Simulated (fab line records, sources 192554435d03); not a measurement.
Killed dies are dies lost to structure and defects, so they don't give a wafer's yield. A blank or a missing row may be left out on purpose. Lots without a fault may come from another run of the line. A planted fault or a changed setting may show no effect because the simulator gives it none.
Chamber matching | flow n5_finfet | N5_GATE_CUT_PECVD_57 on pecvd-04: 3 sister chambers
The step deposits SiNx from SiH4/NH3/N2, target thk 21 nm. 18 wafers are shown with their chamber, then 9 later ones without.

WAFERS WITH THEIR CHAMBER
wafer  | chamber | throttle_valve_pct (%) | showerhead_plenum_p_Torr (Torr) | heater_power_w (W)
L533.1 | 0       | 45.9                   | 5.08                            | 738
L533.4 | 0       | 45.8                   | 5.07                            | 715
L533.5 | 2       | 37.2                   | 5.11                            | 862
L534.1 | 0       | 45.6                   | 5.08                            | 830
L534.4 | 2       | 37.1                   | 5.11                            | 741
L534.6 | 0       | 45.6                   | 5.07                            | 823
L538.1 | 2       | 37.0                   | 5.10                            | 799
L538.2 | 0       | 45.7                   | 5.08                            | 734
L538.5 | 0       | 46.0                   | 5.07                            | 740
L542.1 | 2       | 37.2                   | 5.11                            | 855
L542.2 | 1       | 37.1                   | 5.17                            | 615
L542.5 | 2       | 37.3                   | 5.11                            | 865
L543.2 | 1       | 37.2                   | 5.17                            | 644
L543.3 | 0       | 45.7                   | 5.08                            | 808
L543.5 | 2       | 37.1                   | 5.13                            | 829
L544.1 | 2       | 37.2                   | 5.11                            | 790
L544.4 | 1       | 37.0                   | 5.15                            | 691
L544.5 | 2       | 37.1                   | 5.11                            | 799

SIGNATURES (means of the wafers above)
reading                  | chamber 0 | chamber 1 | chamber 2 | scatter within a chamber
throttle_valve_pct       | 45.757    | 37.100    | 37.150    | 0.12
showerhead_plenum_p_Torr | 5.0757    | 5.1633    | 5.1113    | 0.00786
heater_power_w           | 769.71    | 650.00    | 817.50    | 44.8
Rule: a wafer's distance from a chamber is the root of the sum, over the readings, of the square of ((its reading less the chamber's mean) divided by the reading's scatter). The wafer belongs to the nearest chamber; if the next one is less than 2 further off, it can't be placed. The scatter: the root of (the sum of the squares of (reading less its chamber's mean) over the shown wafers, divided by (wafers less chambers)).

WAFERS WITHOUT THEIR CHAMBER
wafer  | throttle_valve_pct (%) | showerhead_plenum_p_Torr (Torr) | heater_power_w (W)
L546.1 | 37.4                   | 5.11                            | 818
L546.5 | 45.8                   | 5.06                            | 805
L546.6 | 37.4                   | 5.16                            | 650
L547.3 | 37.2                   | 5.16                            | 715
L547.4 | 37.2                   | 5.09                            | 788
L547.6 | 45.9                   | 5.07                            | 744
L548.1 | 37.1                   | 5.17                            | 727
L548.5 | 37.4                   | 5.11                            | 852
L548.6 | 37.3                   | 5.15                            | 714

WHICH CHAMBER EACH WENT THROUGH
wafer  | from the rows above | in truth
L546.1 | 2                   | 2
L546.5 | 0                   | 0
L546.6 | 1                   | 1
L547.3 | 1                   | 1
L547.4 | 2                   | 2
L547.6 | 0                   | 0
L548.1 | 1                   | 1
L548.5 | 2                   | 2
L548.6 | 1                   | 1
Placed correctly: 9 of 9. Can't be placed from these rows: 0. Placed wrongly: 0.
